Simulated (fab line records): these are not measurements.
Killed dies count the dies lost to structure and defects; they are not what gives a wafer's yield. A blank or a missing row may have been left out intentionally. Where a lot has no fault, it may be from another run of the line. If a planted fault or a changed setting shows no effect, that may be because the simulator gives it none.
Which tool was responsible? :: flow nand harc :: 13 lots, 39 wafers sampled, at 3 steps of a route of 1302

## WHAT THE GAUGES SHOWED, per wafer
NHARC_P_GATE_CD_MEAS_59: the cd target is 720 nm. Usual: 719.8 nm for cd nm, sd 1.4.
lot: L863
measured: day 5 12:41
on: cd sem-01
cd nm (nm): 719.7 716.6 719.3
flag: 

lot: L864
measured: day 6 04:41
on: cd sem-02
cd nm (nm): 721.3 720.5 721.8
flag: 

lot: L866
measured: day 6 20:02
on: cd sem-01
cd nm (nm): 719.5 717.5 719.4
flag: 

lot: L865
measured: day 6 21:59
on: cd sem-03
cd nm (nm): - - -
flag: OFF

lot: L870
measured: day 8 06:59
on: cd sem-01
cd nm (nm): 720.7 721.5 722.5
flag: 

lot: L877
measured: day 11 19:12
on: cd sem-03
cd nm (nm): 720.8 720.8 722.0
flag: 

lot: L878
measured: day 11 18:50
on: cd sem-02
cd nm (nm): 720.6 721.3 718.8
flag: 

lot: L879
measured: day 12 08:02
on: cd sem-02
cd nm (nm): 722.8 722.9 721.8
flag: 

lot: L881
measured: day 13 00:46
on: cd sem-01
cd nm (nm): 720.7 719.9 717.8
flag: 

lot: L883
measured: day 13 15:55
on: cd sem-01
cd nm (nm): 717.4 718.8 718.9
flag: 

lot: L882
measured: day 13 16:13
on: cd sem-03
cd nm (nm): 718.9 720.5 720.7
flag: 

lot: L884
measured: day 14 03:56
on: cd sem-03
cd nm (nm): 719.9 719.5 720.6
flag: 

lot: L886
measured: day 15 06:55
on: cd sem-02
cd nm (nm): 720.1 719.0 718.5
flag: 

## EACH LOT AND THE TOOL THAT RAN IT (in order: tool; ch and the chambers of the sampled wafers; start)
lot: L863
NHARC_P_GATE_DESCUM_13: rie diel-07 ch 0,3, day 4 07:32
NHARC_P_GATE_EXPOSE_56: krf scanner-04 ch 0, day 5 12:32

lot: L864
NHARC_P_GATE_DESCUM_13: rie diel-10 ch 0,1,3, day 5 00:02
NHARC_P_GATE_EXPOSE_56: krf scanner-04 ch 0, day 6 04:31

lot: L866
NHARC_P_GATE_DESCUM_13: rie diel-13 ch 0,3, day 5 13:35
NHARC_P_GATE_EXPOSE_56: krf scanner-03 ch 0, day 6 19:52

lot: L865
NHARC_P_GATE_DESCUM_13: rie diel-10 ch 1,2, day 5 13:45
NHARC_P_GATE_EXPOSE_56: krf scanner-03 ch 0, day 6 21:49

lot: L870
NHARC_P_GATE_DESCUM_13: rie diel-07 ch 0,3, day 7 03:46
NHARC_P_GATE_EXPOSE_56: krf scanner-03 ch 0, day 8 06:50

lot: L877
NHARC_P_GATE_DESCUM_13: rie diel-10 ch 1,2,3, day 10 12:06
NHARC_P_GATE_EXPOSE_56: krf scanner-04 ch 0, day 11 19:02

lot: L878
NHARC_P_GATE_DESCUM_13: rie diel-07 ch 1,2, day 10 12:16
NHARC_P_GATE_EXPOSE_56: krf scanner-02 ch 0, day 11 18:41

lot: L879
NHARC_P_GATE_DESCUM_13: rie diel-13 ch 1,2, day 11 02:17
NHARC_P_GATE_EXPOSE_56: krf scanner-03 ch 0, day 12 07:53

lot: L881
NHARC_P_GATE_DESCUM_13: rie diel-07 ch 0,1, day 11 20:43
NHARC_P_GATE_EXPOSE_56: krf scanner-03 ch 0, day 13 00:37

lot: L883
NHARC_P_GATE_DESCUM_13: rie diel-10 ch 0,1,2, day 12 12:25
NHARC_P_GATE_EXPOSE_56: krf scanner-04 ch 0, day 13 15:46

lot: L882
NHARC_P_GATE_DESCUM_13: rie diel-07 ch 0,1,3, day 12 12:35
NHARC_P_GATE_EXPOSE_56: krf scanner-03 ch 0, day 13 16:03

lot: L884
NHARC_P_GATE_DESCUM_13: rie diel-13 ch 0,2,3, day 12 22:48
NHARC_P_GATE_EXPOSE_56: krf scanner-03 ch 0, day 14 03:47

lot: L886
NHARC_P_GATE_DESCUM_13: rie diel-07 ch 2,3, day 14 00:26
NHARC_P_GATE_EXPOSE_56: krf scanner-02 ch 0, day 15 06:46
- NHARC_P_GATE_DESCUM_13: chemistry O2, time 3 s.
- NHARC_P_GATE_EXPOSE_56: exposes mask P PSD, target cd 720 nm.

## AS READ BY THE TOOLS THEMSELVES (means over the sampled wafers that have a number; for cases with no such wafer, the mark the record gives instead)
NHARC_P_GATE_DESCUM_13. Usual: drypump motor current A 5.7 A, standard deviation 0.44; oes product au 0.998 a.u., standard deviation 0.0083; rf vpp V 57.9 V, standard deviation 0.84; showerhead plenum p Torr 1.95 Torr, standard deviation 0.072; throttle valve pct 11.311 %, standard deviation 0.0087.
lot: L863
tool: rie diel-07
drypump motor current A (A): 6.1
oes product au (a.u.): 0.986
rf vpp V (V): 57.3
showerhead plenum p Torr (Torr): 1.88
throttle valve pct (%): 11.306
flag: 

lot: L864
tool: rie diel-10
drypump motor current A (A): 5.7
oes product au (a.u.): 1.005
rf vpp V (V): 58.4
showerhead plenum p Torr (Torr): 1.92
throttle valve pct (%): 11.306
flag: 

lot: L866
tool: rie diel-13
drypump motor current A (A): 5.9
oes product au (a.u.): 1.003
rf vpp V (V): 57.8
showerhead plenum p Torr (Torr): 1.97
throttle valve pct (%): 11.313
flag: 

lot: L865
tool: rie diel-10
drypump motor current A (A): 6.1
oes product au (a.u.): 1.000
rf vpp V (V): 58.4
showerhead plenum p Torr (Torr): 1.98
throttle valve pct (%): 11.319
flag: 

lot: L870
tool: rie diel-07
drypump motor current A (A): 6.0
oes product au (a.u.): 0.990
rf vpp V (V): 57.5
showerhead plenum p Torr (Torr): 1.95
throttle valve pct (%): 11.304
flag: 

lot: L877
tool: rie diel-10
drypump motor current A (A): 5.9
oes product au (a.u.): 0.992
rf vpp V (V): 57.9
showerhead plenum p Torr (Torr): 1.95
throttle valve pct (%): 11.310
flag: 

lot: L878
tool: rie diel-07
drypump motor current A (A): 5.7
oes product au (a.u.): 0.989
rf vpp V (V): 57.9
showerhead plenum p Torr (Torr): 1.89
throttle valve pct (%): 11.311
flag: 

lot: L879
tool: rie diel-13
drypump motor current A (A): 5.2
oes product au (a.u.): 0.998
rf vpp V (V): 57.3
showerhead plenum p Torr (Torr): 2.02
throttle valve pct (%): 11.313
flag: 

lot: L881
tool: rie diel-07
drypump motor current A (A): 6.2
oes product au (a.u.): 0.990
rf vpp V (V): 55.9
showerhead plenum p Torr (Torr): 1.83
throttle valve pct (%): 11.302
flag: 

lot: L883
tool: rie diel-10
drypump motor current A (A): 5.9
oes product au (a.u.): 0.995
rf vpp V (V): 58.6
showerhead plenum p Torr (Torr): 1.94
throttle valve pct (%): 11.312
flag: 

lot: L882
tool: rie diel-07
drypump motor current A (A): 6.1
oes product au (a.u.): 0.997
rf vpp V (V): 57.4
showerhead plenum p Torr (Torr): 1.90
throttle valve pct (%): 11.313
flag: 

lot: L884
tool: rie diel-13
drypump motor current A (A): 5.7
oes product au (a.u.): 0.999
rf vpp V (V): 57.6
showerhead plenum p Torr (Torr): 1.97
throttle valve pct (%): 11.313
flag: 

lot: L886
tool: rie diel-07
drypump motor current A (A): 5.5
oes product au (a.u.): 0.992
rf vpp V (V): 58.0
showerhead plenum p Torr (Torr): 1.98
throttle valve pct (%): 11.317
flag: 

NHARC_P_GATE_EXPOSE_56. Usual: stage vel mm s 499.98 mm/s, standard deviation 0.25.
lot: L863
tool: krf scanner-04
stage vel mm s (mm/s): 499.67
flag: 

lot: L864
tool: krf scanner-04
stage vel mm s (mm/s): 500.04
flag: 

lot: L866
tool: krf scanner-03
stage vel mm s (mm/s): 500.07
flag: 

lot: L865
tool: krf scanner-03
stage vel mm s (mm/s): 499.92
flag: 

lot: L870
tool: krf scanner-03
stage vel mm s (mm/s): 500.45
flag: 

lot: L877
tool: krf scanner-04
stage vel mm s (mm/s): 499.39
flag: 

lot: L878
tool: krf scanner-02
stage vel mm s (mm/s): 500.23
flag: 

lot: L879
tool: krf scanner-03
stage vel mm s (mm/s): 499.98
flag: 

lot: L881
tool: krf scanner-03
stage vel mm s (mm/s): 499.56
flag: 

lot: L883
tool: krf scanner-04
stage vel mm s (mm/s): 500.06
flag: 

lot: L882
tool: krf scanner-03
stage vel mm s (mm/s): 499.90
flag: 

lot: L884
tool: krf scanner-03
stage vel mm s (mm/s): 499.99
flag: 

lot: L886
tool: krf scanner-02
stage vel mm s (mm/s): 500.01
flag: 

## THE ANSWER, worked out from the rows above alone
Rule: a lot is off if the mean of its wafers that have a number lies more than 3 standard deviations from the usual mean. Also off: a lot with no number at a reading for which 4 or more lots have one. Where the step has rows for the other lots, those lots are counted as sound. After the gauges, taken in route order, come the tools' own readings; for these a lot's mean is taken, as printed above. At the first step where some lot is off, the reading lying furthest off is the one used; lots without a number count as furthest.
Off: L865, at NHARC_P_GATE_CD_MEAS_59 (cd nm). Without a number there: L865.
A tool fits if, at a process step before that reading, it ran every lot that is off, and no sound lot after the first of them. Gauges at NHARC_P_GATE_CD_MEAS_59: tried the same way as those tools. Not one of the candidates tried fits.

## WHAT THE SIMULATOR PUT IN
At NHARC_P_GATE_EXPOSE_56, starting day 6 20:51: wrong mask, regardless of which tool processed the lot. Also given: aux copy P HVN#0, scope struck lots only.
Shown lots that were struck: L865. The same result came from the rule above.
